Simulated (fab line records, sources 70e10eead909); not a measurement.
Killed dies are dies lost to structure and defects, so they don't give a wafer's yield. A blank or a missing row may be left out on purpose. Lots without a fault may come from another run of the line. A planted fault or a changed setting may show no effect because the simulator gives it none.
fab line records | flow nand_harc
record lots=15 wafers=43 last_day=24
route steps=1159 shown A_SOURCE_PLATE@416 A_ONON_D1@427 A_CHANNEL_HOLE_D1@462 END@1159
lots that met no fault: from a run of the same line without faults
start_h: hours from the record's first day to the start of the lot's first wafer shown | wait_h: hours since the lot's step before | " the same as in the row above | L1.1+2: a row that stands for several wafers | - no value, or no start given | * or withheld: withheld | < > ~ a bound
route shown NAME@n: a module of which the file shows steps, and the number in the route of the first | usual: mean/standard deviation of fault-free wafers | same: alike in all rows | chamber/n: place in a boat | sites: the reading at each site | _std_site: their standard deviation | _edge_site: outer sites' mean less inner sites' | radius_mm: how far each site lies from the wafer's centre | mask NAME#n: copy n | behind: the tool/chamber that last shaped the wafer | hold: why the lot was held/for how many hours/how that ended | device: the transistor (n, p or np) that didn't switch | end of line: the same wafers' tests at the end of the route | a step without rows: its recipe alone | killed: dies lost to structure and defects at the first sort, not the wafer's yield | map: a wafer's dies, x killed, . not, _ none there
set.NAME: the setting as run; set.NAME@STEP: as run at that earlier step | model.NAME: the simulator's own value behind a step, which no gauge read
steps of the route over a sample of lots; a table a step, a row a wafer
## steps
# step NHARC_A_SOURCE_PLATE_THK_MEAS_09
# recipe thk_meas_gauge=ellipsometry
# usual thk_nm=9.8/0.98
# columns lot.wafer tool chamber start_h wait_h thk_nm
L320.1 film_metro-02 - 155.69 0.4 9.6
L320.2 " - " " 8.6
L320.5 " - " " 9.9
L321.1 film_metro-01 - 160.47 0.4 9.7
L321.5 " - " " 9.7
L321.6 " - " " 9.2
L323.1 film_metro-01 - 169.86 0.4 10.2
L323.3 " - " " 8.6
L323.5 " - " " 10.3
L325.1 film_metro-02 - 177.19 0.4 11.3
L325.2 " - " " 7.8
L325.4 " - " " 8.8
L324.4 film_metro-01 - 177.20 0.4 10.6
L324.5 " - " " 9.1
L324.6 " - " " 11.0
L329.2 film_metro-02 - 198.33 0.4 9.8
L329.3 " - " " 9.5
L329.6 " - " " 9.3
L326.2 film_metro-01 - 198.33 0.4 9.5
L326.5 " - " " 8.5
L326.6 " - " " 10.5
L328.1 film_metro-02 - 202.03 0.4 10.5
L328.3 " - " " 9.1
L328.6 " - " " 8.0
L330.2 film_metro-01 - 222.60 0.4 8.8
L330.3 " - " " 9.9
L330.4 " - " " 10.2
L331.2 film_metro-02 - 222.60 0.4 8.8
L331.4 " - " " 7.6
L331.5 " - " " 10.2
L332.3 film_metro-02 - 227.45 0.4 8.6
L332.5 " - " " 9.7
L332.6 " - " " 10.7
L334.1 film_metro-02 - 236.66 0.4 10.0
L334.3 " - " " 9.9
L334.6 " - " " 10.1
L335.4 film_metro-01 - 253.46 0.4 9.9
L335.5 " - " " 9.0
L335.6 " - " " 8.5
L337.1 film_metro-02 - 258.05 0.4 10.3
L337.3 " - " " 9.6
L338.3 film_metro-01 - 258.05 0.4 10.0
L338.6 " - " " 9.8
# step NHARC_A_ONON_D1_THK_MEAS_05
# recipe thk_meas_gauge=ellipsometry
# usual thk_nm=1000/9.8
# columns lot.wafer tool chamber start_h wait_h thk_nm
L320.1 film_metro-02 - 170.25 - 1024
L320.2 " - " " 1025
L320.5 " - " " 1025
L321.1 film_metro-01 - 174.69 - 1015
L321.5 " - " " 1014
L321.6 " - " " 1014
L323.1 film_metro-02 - 184.40 - 1006
L323.3 " - " " 1004
L323.5 " - " " 1005
L325.1 film_metro-01 - 191.63 - 1005
L325.2 " - " " 1007
L325.4 " - " " 1007
L324.4 film_metro-02 - 191.64 - 996
L324.5 " - " " 996
L324.6 " - " " 998
L326.2 film_metro-02 - 212.82 - 1007
L326.5 " - " " 1007
L326.6 " - " " 1007
L329.2 film_metro-02 - 212.83 - 997
L329.3 " - " " 996
L329.6 " - " " 998
L328.1 film_metro-01 - 216.42 - 998
L328.3 " - " " 998
L328.6 " - " " 998
L330.2 film_metro-01 - 237.50 - 1010
L330.3 " - " " 1009
L330.4 " - " " 1007
L331.2 film_metro-02 - 237.53 - 998
L331.4 " - " " 998
L331.5 " - " " 998
L332.3 film_metro-02 - 241.53 - 997
L332.5 " - " " 994
L332.6 " - " " 995
L334.1 film_metro-02 - 251.10 - 993
L334.3 " - " " 992
L334.6 " - " " 994
L335.4 film_metro-01 - 270.87 - 995
L335.5 " - " " 995
L335.6 " - " " 996
L337.1 film_metro-02 - 270.88 - 1006
L337.3 " - " " 1007
L338.3 film_metro-02 - 271.23 - 996
L338.6 " - " " 996
# step NHARC_A_ONON_D1_DEP_25
# recipe target_thk_a=10000 n2_flow_sccm=2750 n2o_flow_sccm=2000 nh3_flow_sccm=500 sih4_flow_sccm=210 temp_c=400
# columns lot.wafer tool chamber start_h wait_h
L320.1+2+5 pecvd_onon-03 0 182.16 0.1
L321.1+5+6 pecvd_onon-02 0 182.61 0.1
L323.1+3+5 pecvd_onon-03 0 194.33 0.1
L325.1+2+4 pecvd_onon-02 0 201.71 0.1
L324.4+5+6 pecvd_onon-03 0 201.85 0.2
L326.2+5+6 pecvd_onon-02 0 222.88 0.1
L329.2+3+6 pecvd_onon-03 0 223.03 0.1
L328.1+3+6 pecvd_onon-02 0 226.45 0.1
L330.2+3+4 pecvd_onon-02 0 247.55 0.1
L331.2+4+5 pecvd_onon-03 0 247.55 0.1
L332.3+5+6 pecvd_onon-02 0 251.62 0.2
L334.1+3+6 pecvd_onon-02 0 261.41 0.1
L337.1+3 pecvd_onon-02 0 282.24 0.1
L335.4+5+6 pecvd_onon-03 0 282.66 0.3
L338.3+6 pecvd_onon-02 0 282.71 0.2
# step NHARC_A_ONON_D1_THK_MEAS_27
# recipe thk_meas_gauge=ellipsometry
# usual thk_nm=999/13
# columns lot.wafer tool chamber start_h wait_h thk_nm
L320.1 film_metro-02 - 182.67 - 1012
L320.2 " - " " 1014
L320.5 " - " " 1014
L321.1 film_metro-02 - 183.12 - 1011
L321.5 " - " " 1009
L321.6 " - " " 1009
L323.1 film_metro-01 - 194.87 - 1000
L323.3 " - " " 1000
L323.5 " - " " 1000
L324.4 film_metro-01 - 202.19 - 998
L324.5 " - " " 997
L324.6 " - " " 997
L325.1 film_metro-02 - 202.22 - 1005
L325.2 " - " " 1006
L325.4 " - " " 1005
L326.2 film_metro-01 - 223.34 - 1002
L326.5 " - " " 1003
L326.6 " - " " 1002
L329.2 film_metro-02 - 223.48 - 1005
L329.3 " - " " 1003
L329.6 " - " " 1003
L328.1 film_metro-02 - 226.96 - 1001
L328.3 " - " " 1001
L328.6 " - " " 1002
L330.2 film_metro-02 - 248.00 - 999
L330.3 " - " " 1000
L330.4 " - " " 999
L331.2 film_metro-01 - 248.03 - 1017
L331.4 " - " " 1018
L331.5 " - " " 1019
L332.3 film_metro-01 - 252.01 - 1019
L332.5 " - " " 1022
L332.6 " - " " 1018
L334.1 film_metro-02 - 261.91 - 1001
L334.3 " - " " 1286
L334.6 " - " " 1002
L337.1 film_metro-01 - 282.75 - 1009
L337.3 " - " " 1294
L335.4 film_metro-02 - 283.00 - 1008
L335.5 " - " " 1011
L335.6 " - " " 1008
L338.3 film_metro-02 - 283.10 - 1258
L338.6 " - " " 973
# step NHARC_A_CHANNEL_HOLE_D1_CD_MEAS_10
# recipe target_cd_nm=100 landing_energy_ev=500
# usual cd_nm=99.8/0.57
# columns lot.wafer tool chamber start_h wait_h cd_nm
L320.1 cd_sem-03 0 187.70 - 100.6
L320.2 " 0 " " 100.2
L320.5 " 0 " " 99.8
L321.1 cd_sem-03 0 189.83 - 98.4
L321.5 " 0 " " 98.8
L321.6 " 0 " " 98.8
L323.1 cd_sem-02 0 199.65 - 100.1
L323.3 " 0 " " 100.2
L323.5 " 0 " " 100.0
L324.4 cd_sem-02 0 206.08 - 100.6
L324.5 " 0 " " 99.6
L324.6 " 0 " " 100.5
L325.1 cd_sem-02 0 206.31 - 99.4
L325.2 " 0 " " 99.8
L325.4 " 0 " " 99.5
L326.2 cd_sem-03 0 228.89 - 99.7
L326.5 " 0 " " 100.3
L326.6 " 0 " " 99.5
L329.2 cd_sem-03 0 229.04 - 100.0
L329.3 " 0 " " 100.0
L329.6 " 0 " " 100.1
L328.1 cd_sem-03 0 234.42 - 99.2
L328.3 " 0 " " 99.8
L328.6 " 0 " " 100.0
L330.2 cd_sem-01 0 251.97 - 100.3
L330.3 " 0 " " 99.8
L330.4 " 0 " " 99.2
L331.2 cd_sem-02 0 252.14 - 99.8
L331.4 " 0 " " 100.2
L331.5 " 0 " " 99.6
L332.3 cd_sem-01 0 256.58 - 99.8
L332.5 " 0 " " 99.2
L332.6 " 0 " " 100.3
L334.1 cd_sem-02 0 265.91 - 98.6
L334.6 " 0 " " 99.5
L337.1 cd_sem-03 0 287.58 - 100.2
L335.4 cd_sem-03 0 289.21 - 100.1
L335.5 " 0 " " 99.6
L335.6 " 0 " " 100.1
L338.6 cd_sem-01 0 289.52 - 99.7
# step NHARC_END_SORT_01
# recipe temp_c=25
# usual killed_at_array=29/11 killed_at_other=0.5/0.8 killed_at_periphery=3.5/2.8 killed_dies=33/12 killed_open=3.1/1.8 killed_short=1.8/1.4
# same gross_dies=677
# columns lot.wafer tool chamber start_h wait_h killed_at_array killed_at_other killed_at_periphery killed_dies killed_open killed_short
L326.2 prober-02 0 502.87 2.8 40 0 10 50 1 3
L326.5 prober-02 0 505.30 3.7 35 0 3 38 1 1
L326.6 prober-02 0 506.11 4.1 46 0 8 54 1 1
L329.2 prober-01 0 506.88 2.8 17 0 3 20 1 3
L329.3 prober-01 0 507.69 3.1 16 0 4 20 3 3
L329.6 prober-01 0 510.14 4.1 14 1 6 21 8 2
L331.2 prober-02 0 521.39 2.8 35 0 2 37 2 0
L331.4 prober-02 0 523.01 3.4 49 0 4 53 2 6
L331.5 prober-02 0 523.82 3.7 46 0 1 47 2 2
L334.1 prober-02 0 542.63 2.5 33 0 6 39 10 3
L334.3 prober-02 0 544.23 3.1 674 0 3 677 1 2
L334.6 prober-02 0 546.62 4.0 35 1 4 40 6 3
L337.1 prober-02 0 558.20 2.5 43 0 7 50 3 2
L337.3 prober-02 0 559.77 3.1 672 0 5 677 1 1
L338.3 prober-02 0 578.33 3.1 672 0 5 677 3 4
L338.6 prober-02 0 580.76 4.0 38 1 7 46 2 3
# killed by level:class
L326.2 A_SLIT:chamber_film_flake=14 A_CHANNEL_HOLE_D1:chamber_film_flake=10 A_CHANNEL_FILL_D1:chamber_film_flake=6 P_STI:chamber_film_flake=5 P_ZERO_WELL:chamber_film_flake=3 A_STAIRCASE:chamber_film_flake=3 A_M0:chamber_film_flake=3 P_M2:geometric_particle:short=1
L326.5 A_CHANNEL_HOLE_D1:chamber_film_flake=16 A_SLIT:chamber_film_flake=13 P_CONTACT:chamber_film_flake=2 A_WL_FILL:chamber_film_flake=2 A_ONON_D1:geometric_particle:open=1 A_WL_FILL:geometric_particle:short=1 P_STI:chamber_film_flake=1 A_STAIRCASE:chamber_film_flake=1
L326.6 A_CHANNEL_HOLE_D1:chamber_film_flake=17 A_SLIT:chamber_film_flake=13 P_STI:chamber_film_flake=5 A_STAIRCASE:chamber_film_flake=5 P_ZERO_WELL:chamber_film_flake=3 A_WL_FILL:chamber_film_flake=3 A_CONTACT:chamber_film_flake=3 A_M0:chamber_film_flake=2
L329.2 A_CHANNEL_HOLE_D1:chamber_film_flake=4 A_CHANNEL_FILL_D1:chamber_film_flake=4 A_ZERO_WELL:chamber_film_flake=2 A_CONTACT:chamber_film_flake=2 P_M0:geometric_particle:short=1 A_ONON_D1:geometric_particle:open=1 A_WL_FILL:geometric_particle:short=1 A_M1:geometric_particle:short=1
L329.3 A_CHANNEL_HOLE_D1:chamber_film_flake=4 A_CONTACT:chamber_film_flake=4 A_CHANNEL_FILL_D1:chamber_film_flake=3 P_GATE:chamber_film_flake=2 P_STI:geometric_particle:open=1 A_SOURCE_PLATE:geometric_particle:short=1 A_CHANNEL_HOLE_D1:geometric_particle:open=1 A_CHANNEL_FILL_D1:geometric_particle:short=1
L329.6 A_CHANNEL_HOLE_D1:chamber_film_flake=5 A_CONTACT:chamber_film_flake=3 A_CONTACT:geometric_particle:open=2 A_M1:geometric_particle:open=2 P_GATE:geometric_particle:open=1 P_CONTACT:geometric_particle:open=1 P_M0:geometric_particle:open=1 P_M0:geometric_particle:short=1
L331.2 A_SLIT:chamber_film_flake=16 A_CHANNEL_HOLE_D1:chamber_film_flake=13 A_ZERO_WELL:chamber_film_flake=2 A_CONTACT:geometric_particle:open=1 A_M0:geometric_particle:open=1 P_GATE:chamber_film_flake=1 P_CONTACT:chamber_film_flake=1 A_STAIRCASE:chamber_film_flake=1
L331.4 A_SLIT:chamber_film_flake=20 A_CHANNEL_HOLE_D1:chamber_film_flake=17 A_ONON_D1:geometric_particle:short=3 A_CONTACT:geometric_particle:open=2 A_STAIRCASE:chamber_film_flake=2 A_WL_FILL:chamber_film_flake=2 A_CONTACT:chamber_film_flake=2 P_GATE:geometric_particle:short=1
L331.5 A_CHANNEL_HOLE_D1:chamber_film_flake=16 A_SLIT:chamber_film_flake=16 A_STAIRCASE:chamber_film_flake=6 A_CONTACT:chamber_film_flake=3 A_CHANNEL_HOLE_D1:geometric_particle:short=1 A_CHANNEL_FILL_D1:geometric_particle:short=1 A_CONTACT:geometric_particle:open=1 A_BLC:geometric_particle:open=1
L334.1 A_CHANNEL_HOLE_D1:chamber_film_flake=16 A_STAIRCASE:chamber_film_flake=4 A_WL_FILL:geometric_particle:short=3 A_M0:geometric_particle:open=3 P_GATE:geometric_particle:open=1 P_CONTACT:geometric_particle:open=1 P_M0:geometric_particle:open=1 P_M1:geometric_particle:open=1
L334.3 A_ONON_D1:area_dep=641 A_CHANNEL_HOLE_D1:chamber_film_flake=23 A_CONTACT:chamber_film_flake=4 P_M0:chamber_film_flake=2 A_CHANNEL_FILL_D1:chamber_film_flake=2 A_STAIRCASE:chamber_film_flake=2 P_CONTACT:geometric_particle:open=1 A_SOURCE_PLATE:geometric_particle:short=1
L334.6 A_CHANNEL_HOLE_D1:chamber_film_flake=18 A_STAIRCASE:chamber_film_flake=5 A_CONTACT:chamber_film_flake=3 A_ONON_D1:geometric_particle:open=2 P_M0:chamber_film_flake=2 P_GATE:geometric_particle:open=1 A_CHANNEL_FILL_D1:geometric_particle:short=1 A_CHANNEL_FILL_D1:geometric_particle:open=1
L337.1 A_SLIT:chamber_film_flake=18 A_CHANNEL_HOLE_D1:chamber_film_flake=13 A_STAIRCASE:chamber_film_flake=5 P_GATE:chamber_film_flake=3 A_CONTACT:geometric_particle:open=2 P_STI:chamber_film_flake=2 A_CONTACT:chamber_film_flake=2 P_CONTACT:geometric_particle:short=1
L337.3 A_ONON_D1:area_dep=633 A_CHANNEL_HOLE_D1:chamber_film_flake=15 A_SLIT:chamber_film_flake=14 A_STAIRCASE:chamber_film_flake=6 P_STI:chamber_film_flake=4 A_CONTACT:chamber_film_flake=2 A_CHANNEL_FILL_D1:geometric_particle:short=1 A_CONTACT:geometric_particle:open=1
L338.3 A_ONON_D1:area_dep=626 A_SLIT:chamber_film_flake=19 A_CHANNEL_HOLE_D1:chamber_film_flake=7 A_CONTACT:chamber_film_flake=7 P_M1:chamber_film_flake=3 A_STAIRCASE:chamber_film_flake=3 A_WL_FILL:chamber_film_flake=2 A_CHANNEL_HOLE_D1:geometric_particle:short=1
L338.6 A_SLIT:chamber_film_flake=23 A_CONTACT:chamber_film_flake=5 A_CHANNEL_HOLE_D1:chamber_film_flake=4 A_M0:geometric_particle:open=2 P_STI:chamber_film_flake=2 P_GATE:chamber_film_flake=2 A_WL_FILL:chamber_film_flake=2 P_CONTACT:geometric_particle:short=1
## key
first_sign step=NHARC_A_ONON_D1_THK_MEAS_27 reading=thk_nm direction=up sigmas=22 usual=999 struck=1279
effect step=NHARC_END_SORT_01 reading=killed_at_array direction=up sigmas=57 usual=29 struck=673
more_kills_born_at NHARC_A_ONON_D1_DEP_25@pecvd_onon-02=1900
met_at NHARC_A_ONON_D1_DEP_25
struck_lots L334,L337,L338
struck_wafers L334.3,L337.3,L338.3
later_rows_left_out L334.3,L337.3,L338.3
tester_left_out L334,L337,L338
not_acting_at NHARC_A_SOURCE_PLATE_THK_MEAS_09,NHARC_A_ONON_D1_THK_MEAS_05,NHARC_A_CHANNEL_HOLE_D1_CD_MEAS_10
onset_between 251.62 261.41
fault kind=process_parameter_drift tool=pecvd_onon-02 chamber=- onset_h=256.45 steps=NHARC_A_ONON_D1_DEP_25 channel=target_thk_a offset=* shape=step end_h=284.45 scope=struck_wafers_only acts_in=* stated=*
# tester_left_out: of these lots the tester's yield and bins aren't shown, on N5 and GAA mostly nor the transistor test; their killed dies are dies lost to structure and defects alone, not to doping, threshold or leakage, so they don't give the yield
# later_rows_left_out: the simulator's readings of these wafers behind a module that went badly wrong aren't trusted and aren't shown, but for the sort
